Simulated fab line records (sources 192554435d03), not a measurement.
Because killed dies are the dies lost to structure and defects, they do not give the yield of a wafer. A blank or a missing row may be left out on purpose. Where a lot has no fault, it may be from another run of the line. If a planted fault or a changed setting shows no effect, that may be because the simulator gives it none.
Matching of chambers    flow n5-finfet    N5_FIN_CUT_STRIP_24 on rie-diel-06 has 4 sister chambers
The step strips in CF4. 8 wafers are shown with their chamber, then 11 later ones without.

== WAFERS, EACH WITH ITS CHAMBER ==
wafer   chamber  drypump-motor-current-A (A)  throttle-valve-pct (%)
L079.6  1        5.2                          13.39
L086.1  2        6.6                          13.85
L086.4  0        6.2                          13.46
L086.5  2        6.5                          13.82
L087.4  3        5.8                          13.61
L087.5  1        5.2                          13.42
L087.6  0        6.2                          13.46
L092.2  3        5.8                          13.60

== WAFERS WITH NO CHAMBER GIVEN ==
wafer   drypump-motor-current-A (A)  throttle-valve-pct (%)
L092.4  5.2                          13.44
L092.5  6.2                          13.49
L094.2  6.6                          13.85
L094.4  6.2                          13.49
L094.5  5.8                          13.63
L095.1  6.2                          13.49
L095.3  5.2                          13.45
L095.6  5.3                          13.46
L096.2  6.5                          13.85
L096.4  5.2                          13.46
L096.6  6.5                          13.87

== WHICH CHAMBER EACH WENT THROUGH ==
wafer   from the rows above  in truth
L092.4  1                    1
L092.5  0                    0
L094.2  2                    2
L094.4  0                    0
L094.5  3                    3
L095.1  0                    0
L095.3  1                    1
L095.6  1                    1
L096.2  2                    2
L096.4  1                    1
L096.6  2                    2
Correctly placed: 11 of 11. Left unplaced by these rows: 0. 0 placed wrongly.
How it was worked out, from the rows above alone: a wafer's distance from a chamber is the root of the sum, over the readings, of the square of ((its reading less the chamber's mean) divided by the reading's scatter). If the next closest chamber is less than 2 further off than the closest, the wafer can't be placed; otherwise it belongs to the closest. The mean given for a chamber averages the wafers shown for that chamber. The scatter: the root of (the sum of the squares of (reading less its chamber's mean) over the shown wafers, divided by (wafers less chambers)).
